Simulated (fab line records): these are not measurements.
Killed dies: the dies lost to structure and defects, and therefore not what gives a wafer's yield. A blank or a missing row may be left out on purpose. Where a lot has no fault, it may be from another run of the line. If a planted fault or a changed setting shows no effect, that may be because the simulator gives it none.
The same fault as seen by 2 desks ; flow n5_finfet ; every desk sees just its own numbers, and what lay behind them comes last

== THE METROLOGY DESK ==
Lot by lot, what the gauges showed, no matter which tool ran the lot: averages of those sampled wafers that carry a number. A lot is out of limits, marked OUT, if its mean lies more than 4 standard deviations from the usual mean; the brackets give that distance.
Columns: A = PAD_OVL at N5_PASSIVATION_OVL_MEAS_63, usual -2 nm
lot;first seen here;A
L923;day 12 20:29;1
L924;day 13 00:28;1
L928;day 13 15:13;-10
L929;day 14 04:15;-6
L927;day 14 07:34;6
L932;day 15 04:30;4
L936;day 15 15:46;-6
L939;day 16 10:39;-4
L942;day 16 22:38;4
L940;day 17 17:04;10
This desk's finding: nothing out of limits on any of the 10 lots.

== AT THE TOOL OWNER'S DESK: rie_diel-04 ==
The tool's own readings at N5_BEOL_M2_ETCH_77 (etches underlayer in N2/H2, target depth 6.5 nm, time 5.2 s): means of the sampled wafers that have a number, for each lot that ran on this tool. A lot is out of limits, marked OUT, if its mean lies more than 4 standard deviations from the usual mean; the brackets give that distance. Shown here are 7 of its 8 readings, the ones lying furthest out on some lot.
Columns: A = drypump_motor_current_A at N5_BEOL_M2_ETCH_77, usual 5.7 A; B = etch_rf_on_time_s at N5_BEOL_M2_ETCH_77, usual 5.21 s; C = h2_flow_sccm at N5_BEOL_M2_ETCH_77, usual 200.1 sccm; D = oes_product_au at N5_BEOL_M2_ETCH_77, usual 0.68 a.u.; E = rf_fwd_power_W at N5_BEOL_M2_ETCH_77, usual 819.1 W; F = rf_vpp_V at N5_BEOL_M2_ETCH_77, usual 524.5 V; G = showerhead_plenum_p_Torr at N5_BEOL_M2_ETCH_77, usual 2.56 Torr
lot;first seen here;A;B;C;D;E;F;G
L923;day 7 09:04;6.1;5.37;199.6;0.65;818.1;526.6;2.64
L928;day 8 12:21;6.2;5.39;200.3;0.70;816.5;526.0;2.61
L929;day 8 15:13;6.0;5.30;200.2;0.65;818.3;525.3;2.57
L936;day 10 12:02;6.0;5.25;200.2;0.71;818.2;524.5;2.56
L939;day 11 09:32;5.9;5.31;199.9;0.69;819.0;525.5;2.60
This desk's finding: nothing out of limits on any of the 5 lots.

== BROUGHT TOGETHER ==
Nothing out of limits was seen by the metrology desk.
The tool owner's desk saw nothing out of limits.

== WHAT THE SIMULATOR HAD INSERTED ==
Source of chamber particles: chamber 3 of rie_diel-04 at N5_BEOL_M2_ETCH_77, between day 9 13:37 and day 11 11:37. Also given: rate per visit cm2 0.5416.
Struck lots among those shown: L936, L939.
